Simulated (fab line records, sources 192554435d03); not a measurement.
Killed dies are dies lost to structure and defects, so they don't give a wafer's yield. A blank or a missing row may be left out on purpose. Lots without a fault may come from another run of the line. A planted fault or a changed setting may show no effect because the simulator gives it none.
Chamber matching | flow n5_finfet | N5_GATE_CUT_ETCH_19 on rie_diel-05: 4 sister chambers
The step etches SiNx in CH3F/O2, target depth 53.7 nm, time 76.7 s. 20 wafers are shown with their chamber, then 10 later ones without.

WAFERS WITH THEIR CHAMBER
wafer  | chamber | showerhead_plenum_p_Torr (Torr) | throttle_valve_pct (%) | drypump_motor_current_A (A)
L074.2 | 0       | 1.98                            | 16.34                  | 5.8
L074.3 | 3       | 1.96                            | 16.50                  | 6.4
L074.4 | 2       | 2.02                            | 16.03                  | 5.9
L079.2 | 1       | 2.07                            | 16.09                  | 5.7
L079.4 | 0       | 1.98                            | 16.38                  | 5.8
L079.6 | 1       | 2.07                            | 16.10                  | 5.6
L081.1 | 1       | 2.07                            | 16.09                  | 5.7
L081.2 | 3       | 1.96                            | 16.51                  | 6.4
L081.5 | 3       | 1.96                            | 16.52                  | 6.4
L083.1 | 0       | 1.98                            | 16.36                  | 5.8
L083.3 | 1       | 2.06                            | 16.09                  | 5.7
L083.5 | 0       | 1.98                            | 16.36                  | 5.8
L084.3 | 0       | 1.98                            | 16.38                  | 5.9
L084.4 | 2       | 2.02                            | 16.09                  | 5.8
L084.5 | 0       | 1.98                            | 16.36                  | 5.8
L086.2 | 1       | 2.06                            | 16.11                  | 5.7
L086.5 | 0       | 1.98                            | 16.41                  | 5.8
L086.6 | 3       | 1.96                            | 16.51                  | 6.4
L090.3 | 1       | 2.06                            | 16.13                  | 5.7
L090.5 | 0       | 1.97                            | 16.42                  | 5.8

SIGNATURES (means of the wafers above)
reading                  | chamber 0 | chamber 1 | chamber 2 | chamber 3 | scatter within a chamber
showerhead_plenum_p_Torr | 1.9788    | 2.0650    | 2.0200    | 1.9600    | 0.00385
throttle_valve_pct       | 16.3762   | 16.1017   | 16.0600   | 16.5100   | 0.023
drypump_motor_current_A  | 5.812     | 5.683     | 5.850     | 6.400     | 0.0372
Rule: a wafer's distance from a chamber is the root of the sum, over the readings, of the square of ((its reading less the chamber's mean) divided by the reading's scatter). The wafer belongs to the nearest chamber; if the next one is less than 2 further off, it can't be placed. The scatter: the root of (the sum of the squares of (reading less its chamber's mean) over the shown wafers, divided by (wafers less chambers)).

WAFERS WITHOUT THEIR CHAMBER
wafer  | showerhead_plenum_p_Torr (Torr) | throttle_valve_pct (%) | drypump_motor_current_A (A)
L090.6 | 1.96                            | 16.54                  | 6.3
L094.1 | 1.95                            | 16.55                  | 6.4
L094.2 | 2.01                            | 16.12                  | 5.9
L094.4 | 1.97                            | 16.41                  | 5.8
L095.1 | 2.01                            | 16.14                  | 5.8
L095.4 | 1.97                            | 16.40                  | 5.8
L095.5 | 1.95                            | 16.54                  | 6.4
L096.1 | 1.97                            | 16.43                  | 5.8
L096.2 | 2.06                            | 16.15                  | 5.6
L096.3 | 2.01                            | 16.12                  | 5.9

WHICH CHAMBER EACH WENT THROUGH
wafer  | from the rows above | in truth
L090.6 | 3                   | 3
L094.1 | 3                   | 3
L094.2 | 2                   | 2
L094.4 | 0                   | 0
L095.1 | 2                   | 2
L095.4 | 0                   | 0
L095.5 | 3                   | 3
L096.1 | 0                   | 0
L096.2 | 1                   | 1
L096.3 | 2                   | 2
Placed correctly: 10 of 10. Can't be placed from these rows: 0. Placed wrongly: 0.
